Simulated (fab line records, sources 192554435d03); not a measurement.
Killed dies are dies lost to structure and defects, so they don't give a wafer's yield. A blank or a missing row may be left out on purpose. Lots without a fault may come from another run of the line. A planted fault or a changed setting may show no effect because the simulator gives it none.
Which tool did it? | flow n5_finfet | 24 lots, 72 wafers sampled, at 6 steps of a route of 1938

WHAT THE GAUGES READ, wafer by wafer
N5_BEOL_M4_OVL_MEAS_12. Usual: M4_OVL -0.7 nm, standard deviation 0.58.
lot  | measured     | on         | M4_OVL (nm)    | flag
L074 | day 8 13:51  | overlay-02 | -0.7 -0.6 -1.2 |
L075 | day 8 23:13  | overlay-01 | -1.3 -1.1 -0.8 |
L077 | day 9 00:53  | overlay-01 | -1.0 -0.8 -0.2 |
L076 | day 9 03:56  | overlay-01 | -0.5 -1.6 -0.5 |
L078 | day 9 06:27  | overlay-02 | -0.5 -1.7 -1.4 |
L079 | day 9 08:54  | overlay-02 | -0.9 -1.6 -0.6 |
L080 | day 9 18:04  | overlay-01 | 0.1 -0.4 -1.7  |
L081 | day 10 01:58 | overlay-02 | -0.8 -0.1 -0.5 |
L083 | day 12 03:11 | overlay-01 | -0.3 -1.8 -0.8 |
L084 | day 13 04:43 | overlay-01 | 0.0 0.3 -0.1   |
L085 | day 13 08:04 | overlay-02 | -0.6 0.2 0.1   |
L086 | day 13 23:03 | overlay-01 | -0.3 -0.4 -0.4 |
L087 | day 14 06:59 | overlay-02 | -1.0 -1.2 -0.8 |
L088 | day 14 12:38 | overlay-01 | 0.1 0.0 0.2    |
L091 | day 14 19:45 | overlay-01 | 0.0 -1.0 -0.2  |
L092 | day 14 22:58 | overlay-01 | -1.1 -0.6 -0.7 |
L090 | day 14 22:48 | overlay-02 | -0.8 -0.7 0.5  |
L094 | day 14 23:44 | overlay-01 | -0.1 -0.5 -1.3 |
L089 | day 14 23:54 | overlay-01 | -1.0 -0.9 -1.5 |
L093 | day 15 02:56 | overlay-02 | -0.4 -0.7 -1.3 |
L095 | day 15 06:50 | overlay-01 | -2.0 -0.3 -1.7 |
L082 | day 15 10:16 | overlay-01 | -1.9 -1.2 0.1  |
L096 | day 15 11:43 | overlay-01 | -0.9 -0.2 -0.4 |
L097 | day 15 14:35 | overlay-02 | -0.8 -0.1 -0.7 |

N5_BEOL_M4_CD_MEAS_18: pitch 36 nm, target cd 18 nm. Usual: cd_nm 18.09 nm, standard deviation 0.28.
lot  | measured     | on        | cd_nm (nm)        | flag
L074 | day 8 14:25  | cd_sem-03 | 17.81 18.28 18.05 |
L075 | day 8 23:49  | cd_sem-03 | 17.26 17.56 18.26 |
L077 | day 9 01:42  | cd_sem-01 | 17.83 18.61 17.88 |
L076 | day 9 04:43  | cd_sem-02 | 18.27 17.89 17.89 |
L078 | day 9 06:59  | cd_sem-03 | 18.09 18.10 17.83 |
L079 | day 9 09:26  | cd_sem-01 | 18.26 18.36 17.97 |
L080 | day 9 18:35  | cd_sem-02 | 18.39 17.62 18.15 |
L081 | day 10 02:34 | cd_sem-03 | 18.36 17.88 17.88 |
L083 | day 12 03:42 | cd_sem-01 | 18.15 18.65 18.11 |
L084 | day 13 05:16 | cd_sem-01 | 18.26 17.62 17.71 |
L085 | day 13 08:43 | cd_sem-02 | 18.43 18.52 18.33 |
L086 | day 13 23:41 | cd_sem-01 | 18.42 17.91 18.19 |
L087 | day 14 07:45 | cd_sem-03 | 18.22 18.19 18.38 |
L088 | day 14 13:09 | cd_sem-03 | 17.89 18.27 17.71 |
L091 | day 14 20:17 | cd_sem-01 | 18.15 18.28 17.78 |
L092 | day 14 23:33 | cd_sem-03 | 18.27 18.13 17.99 |
L090 | day 14 23:25 | cd_sem-01 | 18.23 18.27 18.29 |
L094 | day 15 00:17 | cd_sem-03 | 18.17 18.05 17.95 |
L089 | day 15 00:25 | cd_sem-01 | 17.95 18.39 17.84 |
L093 | day 15 03:27 | cd_sem-02 | 17.99 18.48 18.34 |
L095 | day 15 07:21 | cd_sem-01 | 17.70 17.65 17.86 |
L082 | day 15 11:02 | cd_sem-02 | 18.79 18.44 18.59 |
L096 | day 15 12:13 | cd_sem-03 | 18.22 18.03 18.05 |
L097 | day 15 15:06 | cd_sem-01 | 17.82 18.46 17.98 |

N5_BEOL_M4_OVL_MEAS_29. Usual: V3_OVL -0.6 nm, standard deviation 0.58.
lot  | measured     | on         | V3_OVL (nm)    | flag
L074 | day 8 14:46  | overlay-01 | -0.7 -1.1 -0.9 |
L075 | day 9 00:10  | overlay-02 | -1.2 -0.2 -0.4 |
L077 | day 9 02:10  | overlay-01 | -0.4 -2.3 -0.4 |
L076 | day 9 05:12  | overlay-01 | -0.9 -1.5 0.0  |
L078 | day 9 07:21  | overlay-01 | -0.3 0.1 -1.3  |
L079 | day 9 09:55  | overlay-01 | 0.4 0.0 -0.2   |
L080 | day 9 19:05  | overlay-02 | -1.3 -0.9 -1.3 |
L081 | day 10 02:54 | overlay-02 | -0.3 -0.1 -0.3 |
L083 | day 12 04:11 | overlay-02 | -0.9 -0.4 -0.1 |
L084 | day 13 05:37 | overlay-01 | 0.9 -1.0 -0.2  |
L085 | day 13 09:04 | overlay-01 | 0.2 -0.6 -0.4  |
L086 | day 14 00:02 | overlay-02 | -0.2 0.5 -0.6  |
L087 | day 14 08:14 | overlay-01 | -0.6 -0.3 -1.1 |
L088 | day 14 13:30 | overlay-01 | -0.7 -0.8 -1.0 |
L091 | day 14 20:46 | overlay-01 | -0.3 -0.1 -1.5 |
L092 | day 15 00:01 | overlay-02 | 0.0 -0.6 -0.6  |
L090 | day 14 23:47 | overlay-02 | -0.6 0.0 -0.7  |
L094 | day 15 00:38 | overlay-01 | -0.2 -0.5 -1.6 |
L089 | day 15 00:54 | overlay-01 | -0.6 0.4 -0.5  |
L093 | day 15 03:48 | overlay-02 | -0.7 -1.1 -1.7 |
L095 | day 15 07:50 | overlay-02 | -0.8 0.2 -0.3  |
L082 | day 15 11:23 | overlay-01 | -0.7 -1.2 0.1  |
L096 | day 15 12:43 | overlay-02 | 0.0 -0.3 -1.4  |
L097 | day 15 15:35 | overlay-01 | -1.4 -0.6 -1.2 |

WHICH TOOL RAN EACH LOT (tool, then ch and the chambers of the sampled wafers, then the start)
lot  | N5_BEOL_M3_ANNEAL_51             | N5_BEOL_M3_CMP_52             | N5_BEOL_M4_ILD_DEP_00
L074 | rtp_anneal-02 ch 0, day 8 11:52  | cmp-01 ch 0,1,3, day 8 12:11  | pecvd-03 ch 0,1, day 8 12:48
L075 | rtp_anneal-01 ch 0, day 8 19:49  | cmp-03 ch 0,1,3, day 8 20:10  | pecvd-03 ch 0,1, day 8 20:58
L077 | rtp_anneal-01 ch 0, day 8 22:42  | cmp-01 ch 0,1,2, day 8 23:08  | pecvd-02 ch 0,2, day 8 23:43
L076 | rtp_anneal-01 ch 0, day 9 00:38  | cmp-03 ch 2,3, day 9 00:50    | pecvd-04 ch 0,1,2, day 9 01:28
L078 | rtp_anneal-01 ch 0, day 9 03:35  | cmp-03 ch 0,1,2, day 9 03:57  | pecvd-03 ch 0,1,2, day 9 04:31
L079 | rtp_anneal-01 ch 0, day 9 07:07  | cmp-01 ch 0,2,3, day 9 07:28  | pecvd-03 ch 1,2, day 9 08:09
L080 | rtp_anneal-02 ch 0, day 9 14:36  | cmp-01 ch 0,2,3, day 9 14:49  | pecvd-03 ch 0,1, day 9 15:26
L081 | rtp_anneal-02 ch 0, day 10 00:08 | cmp-03 ch 1,2,3, day 10 00:29 | pecvd-02 ch 1,2, day 10 01:08
L083 | rtp_anneal-02 ch 0, day 12 01:40 | cmp-02 ch 0,1,2, day 12 01:55 | pecvd-03 ch 1,2, day 12 02:32
L084 | rtp_anneal-01 ch 0, day 13 03:14 | cmp-02 ch 1,2,3, day 13 03:29 | pecvd-02 ch 1,2, day 13 04:03
L085 | rtp_anneal-01 ch 0, day 13 06:32 | cmp-03 ch 0,2,3, day 13 06:52 | pecvd-04 ch 0,2, day 13 07:29
L086 | rtp_anneal-02 ch 0, day 13 19:51 | cmp-01 ch 1,2,3, day 13 20:11 | pecvd-04 ch 0,1,2, day 13 20:41
L087 | rtp_anneal-01 ch 0, day 14 04:57 | cmp-01 ch 2,3, day 14 05:12   | pecvd-03 ch 0,1,2, day 14 05:49
L088 | rtp_anneal-02 ch 0, day 14 11:10 | cmp-01 ch 0,1,2, day 14 11:29 | pecvd-02 ch 0,1, day 14 12:02
L091 | rtp_anneal-02 ch 0, day 14 17:14 | cmp-01 ch 0,1,3, day 14 17:32 | pecvd-03 ch 0,1,2, day 14 18:09
L092 | rtp_anneal-02 ch 0, day 14 19:05 | cmp-01 ch 0,2,3, day 14 19:27 | pecvd-02 ch 0,1, day 14 20:01
L090 | rtp_anneal-01 ch 0, day 14 19:07 | cmp-02 ch 0,1,3, day 14 19:26 | pecvd-03 ch 0,1, day 14 19:56
L094 | rtp_anneal-01 ch 0, day 14 21:59 | cmp-03 ch 2,3, day 14 22:16   | pecvd-03 ch 0,1,2, day 14 22:53
L089 | rtp_anneal-02 ch 0, day 14 21:59 | cmp-01 ch 0,1,2, day 14 22:17 | pecvd-04 ch 0,1,2, day 14 22:59
L093 | rtp_anneal-02 ch 0, day 14 23:49 | cmp-02 ch 2,3, day 15 00:07   | pecvd-04 ch 0,2, day 15 00:46
L095 | rtp_anneal-01 ch 0, day 15 03:33 | cmp-02 ch 0,1, day 15 03:47   | pecvd-02 ch 0,1, day 15 04:59
L082 | rtp_anneal-01 ch 0, day 15 07:46 | cmp-02 ch 1,2,3, day 15 08:08 | pecvd-03 ch 1,2, day 15 08:45
L096 | rtp_anneal-01 ch 0, day 15 10:02 | cmp-03 ch 1,3, day 15 10:16   | pecvd-02 ch 0,1, day 15 10:53
L097 | rtp_anneal-01 ch 0, day 15 13:06 | cmp-03 ch 1,3, day 15 13:19   | pecvd-03 ch 0,1,2, day 15 13:58
- N5_BEOL_M3_ANNEAL_51: time 90 s.
- N5_BEOL_M3_CMP_52: polishes, stops on SiOC, t overpolish 6.8 s, target thk 40 nm.
- N5_BEOL_M4_ILD_DEP_00: deposits SiOC from DEMS/O2, target thk 79 nm, time 15.3 s.

WHAT THE TOOLS THEMSELVES READ (means of the sampled wafers that have a number; where no wafer has one, the mark that the record gives instead)
N5_BEOL_M3_ANNEAL_51. Usual: wafer_temp_C_max 226.03, standard deviation 0.26.
lot  | tool          | wafer_temp_C_max | flag
L074 | rtp_anneal-02 | 225.86           |
L075 | rtp_anneal-01 | 226.22           |
L077 | rtp_anneal-01 | 226.25           |
L076 | rtp_anneal-01 | 225.90           |
L078 | rtp_anneal-01 | 226.24           |
L079 | rtp_anneal-01 | 226.54           |
L080 | rtp_anneal-02 | 225.60           |
L081 | rtp_anneal-02 | 225.93           |
L083 | rtp_anneal-02 | 225.93           |
L084 | rtp_anneal-01 | 225.94           |
L085 | rtp_anneal-01 | 226.16           |
L086 | rtp_anneal-02 | 226.05           |
L087 | rtp_anneal-01 | 226.05           |
L088 | rtp_anneal-02 | 226.11           |
L091 | rtp_anneal-02 | 225.66           |
L092 | rtp_anneal-02 | 225.73           |
L090 | rtp_anneal-01 | 225.81           |
L094 | rtp_anneal-01 | 225.90           |
L089 | rtp_anneal-02 | 226.23           |
L093 | rtp_anneal-02 | 226.00           |
L095 | rtp_anneal-01 | 225.96           |
L082 | rtp_anneal-01 | 226.33           |
L096 | rtp_anneal-01 | 225.82           |
L097 | rtp_anneal-01 | 225.86           |

N5_BEOL_M3_CMP_52. Usual: barrier_field_endpoint_s 24.8 s, standard deviation 0.67; clearing_platen_down_force_psi 1.5001 psi, standard deviation 0.0027; motor_current_A 6.1 A, standard deviation 0.67; overpolish_run_s 6.800 s, standard deviation 0.009; time_to_endpoint_s 63.3 s, standard deviation 3.
lot  | tool   | barrier_field_endpoint_s (s) | clearing_platen_down_force_psi (psi) | motor_current_A (A) | overpolish_run_s (s) | time_to_endpoint_s (s) | flag
L074 | cmp-01 | 23.7                         | 1.4980                               | 6.2                 | 6.804                | 59.0                   |
L075 | cmp-03 | 25.0                         | 1.5010                               | 6.1                 | 6.807                | 63.0                   |
L077 | cmp-01 | 24.7                         | 1.5020                               | 5.9                 | 6.805                | 63.9                   |
L076 | cmp-03 | 24.7                         | 1.5029                               | 6.0                 | 6.811                | 62.7                   |
L078 | cmp-03 | 25.2                         | 1.5002                               | 5.8                 | 6.804                | 63.4                   |
L079 | cmp-01 | 24.7                         | 1.4957                               | 6.5                 | 6.807                | 63.4                   |
L080 | cmp-01 | 24.3                         | 1.4986                               | 6.8                 | 6.794                | 62.4                   |
L081 | cmp-03 | 25.1                         | 1.5005                               | 6.1                 | 6.796                | 64.6                   |
L083 | cmp-02 | 25.6                         | 1.5012                               | 6.3                 | 6.803                | 68.0                   |
L084 | cmp-02 | 25.5                         | 1.5030                               | 6.1                 | 6.797                | 64.3                   |
L085 | cmp-03 | 24.1                         | 1.4974                               | 5.9                 | 6.814                | 59.5                   |
L086 | cmp-01 | 24.6                         | 1.5017                               | 6.2                 | 6.806                | 65.1                   |
L087 | cmp-01 | 25.0                         | 1.5018                               | 6.8                 | 6.801                | 65.9                   |
L088 | cmp-01 | 25.3                         | 1.4987                               | 6.1                 | 6.804                | 66.5                   |
L091 | cmp-01 | 25.0                         | 1.4997                               | 5.9                 | 6.802                | 66.0                   |
L092 | cmp-01 | 25.5                         | 1.4987                               | 6.7                 | 6.803                | 66.6                   |
L090 | cmp-02 | 24.4                         | 1.5004                               | 5.8                 | 6.796                | 60.0                   |
L094 | cmp-03 | 24.9                         | 1.4965                               | 5.9                 | 6.805                | 59.8                   |
L089 | cmp-01 | 24.6                         | 1.5031                               | 5.9                 | 6.795                | 63.9                   |
L093 | cmp-02 | 25.2                         | 1.4998                               | 6.2                 | 6.794                | 61.1                   |
L095 | cmp-02 | 25.2                         | 1.5009                               | 6.3                 | 6.792                | 67.5                   |
L082 | cmp-02 | 25.2                         | 1.4981                               | 6.2                 | 6.802                | 62.8                   |
L096 | cmp-03 | 24.0                         | 1.5020                               | 6.1                 | 6.800                | 61.0                   |
L097 | cmp-03 | 23.4                         | 1.4972                               | 6.3                 | 6.793                | 59.8                   |

N5_BEOL_M4_ILD_DEP_00. Usual: heater_power_w 457 W, standard deviation 51; showerhead_plenum_p_Torr 5.688 Torr, standard deviation 0.013; throttle_valve_pct 12.0 %, standard deviation 0.4.
lot  | tool     | heater_power_w (W) | showerhead_plenum_p_Torr (Torr) | throttle_valve_pct (%) | flag
L074 | pecvd-03 | 470                | 5.678                           | 12.2                   |
L075 | pecvd-03 | 495                | 5.669                           | 12.3                   |
L077 | pecvd-02 | 515                | 5.691                           | 12.1                   |
L076 | pecvd-04 | 412                | 5.692                           | 11.9                   |
L078 | pecvd-03 | 492                | 5.689                           | 12.5                   |
L079 | pecvd-03 | 485                | 5.687                           | 12.4                   |
L080 | pecvd-03 | 468                | 5.676                           | 12.2                   |
L081 | pecvd-02 | 417                | 5.684                           | 11.6                   |
L083 | pecvd-03 | 476                | 5.684                           | 11.8                   |
L084 | pecvd-02 | 447                | 5.685                           | 12.0                   |
L085 | pecvd-04 | 424                | 5.679                           | 12.2                   |
L086 | pecvd-04 | 403                | 5.691                           | 11.9                   |
L087 | pecvd-03 | 476                | 5.684                           | 12.0                   |
L088 | pecvd-02 | 489                | 5.694                           | 12.2                   |
L091 | pecvd-03 | 446                | 5.676                           | 12.0                   |
L092 | pecvd-02 | 472                | 5.690                           | 11.7                   |
L090 | pecvd-03 | 463                | 5.678                           | 12.3                   |
L094 | pecvd-03 | 453                | 5.686                           | 11.9                   |
L089 | pecvd-04 | 407                | 5.693                           | 12.0                   |
L093 | pecvd-04 | 417                | 5.675                           | 12.1                   |
L095 | pecvd-02 | 494                | 5.697                           | 12.0                   |
L082 | pecvd-03 | 472                | 5.676                           | 11.4                   |
L096 | pecvd-02 | 447                | 5.694                           | 12.0                   |
L097 | pecvd-03 | 490                | 5.689                           | 12.1                   |

THE ANSWER, worked out from the rows above alone
Rule: a lot is off if the mean of its wafers that have a number lies more than 3 standard deviations from the usual mean. A lot without any number at a reading at which 4 lots or more have one is off too. The other lots that the step has rows for count as sound. The gauges are gone through in route order, then the tools' own readings, and for those a lot's mean is taken as printed above. The first step at which some lot is off is used, and at that step the reading that is off furthest; a lot without a number counts as furthest.
No lot is off at any reading shown: from this, nothing can be told.

WHAT THE SIMULATOR HAD PUT IN
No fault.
